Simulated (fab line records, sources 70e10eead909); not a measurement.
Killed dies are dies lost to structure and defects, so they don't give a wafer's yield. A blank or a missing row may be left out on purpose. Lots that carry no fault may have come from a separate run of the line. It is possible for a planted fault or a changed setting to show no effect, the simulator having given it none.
Chamber matching    flow nand harc    NHARC_P_GATE_ALD_36 on ald sin-02 has 4 sister chambers
The step deposits SiNx, target thk 20 nm, pulse time 60 s, ald cycles 223. 8 wafers are shown with their chamber, then 12 later ones without.

WAFERS WITH THEIR CHAMBER
wafer   chamber  heater power w (W)  precursor pulse height rel
L080.5  1        763                 0.959
L087.1  0        865                 1.029
L087.3  1        773                 1.008
L087.5  2        778                 0.976
L087.6  3        829                 1.022
L089.1  2        770                 0.969
L089.2  0        863                 1.054
L089.5  3        814                 0.995

WAFERS MISSING THEIR CHAMBER
wafer   heater power w (W)  precursor pulse height rel
L092.2  784                 0.989
L092.3  747                 0.984
L092.1  824                 1.001
L092.6  766                 0.998
L092.4  781                 0.966
L092.5  836                 1.029
L095.3  747                 0.988
L095.2  786                 0.999
L095.1  814                 0.985
L097.3  849                 0.990
L097.1  801                 1.013
L097.5  768                 1.002

THE CHAMBER EACH PASSED THROUGH
wafer   from the rows above           in truth
L092.2  can't be placed: 2 or 1       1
L092.3  can't be placed: 1 or 2       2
L092.1  3                             3
L092.6  can't be placed: 1 or 2       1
L092.4  can't be placed: 2 or 1       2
L092.5  can't be placed: 3 or 0       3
L095.3  can't be placed: 1 or 2       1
L095.2  can't be placed: 2 or 1       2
L095.1  3                             3
L097.3  can't be placed: 0 or 3       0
L097.1  can't be placed: 3 or 2 or 1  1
L097.5  can't be placed: 1 or 2       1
Correctly placed: 2 of 12. Unplaceable from these rows: 10, with the true chamber sitting among the candidates in 10. Wrongly placed: 0.
How it was worked out, from the rows above alone: a wafer's distance from a chamber is the root of the sum, over the readings, of the square of ((its reading less the chamber's mean) divided by the reading's scatter). The wafer belongs to the nearest chamber; if the next one is less than 2 further off, it can't be placed. Each chamber's mean is taken over the wafers shown for it. How the scatter is found: for the shown wafers, subtract from each reading the mean of its chamber, square and add these, divide the total by (wafers less chambers), then take the root.
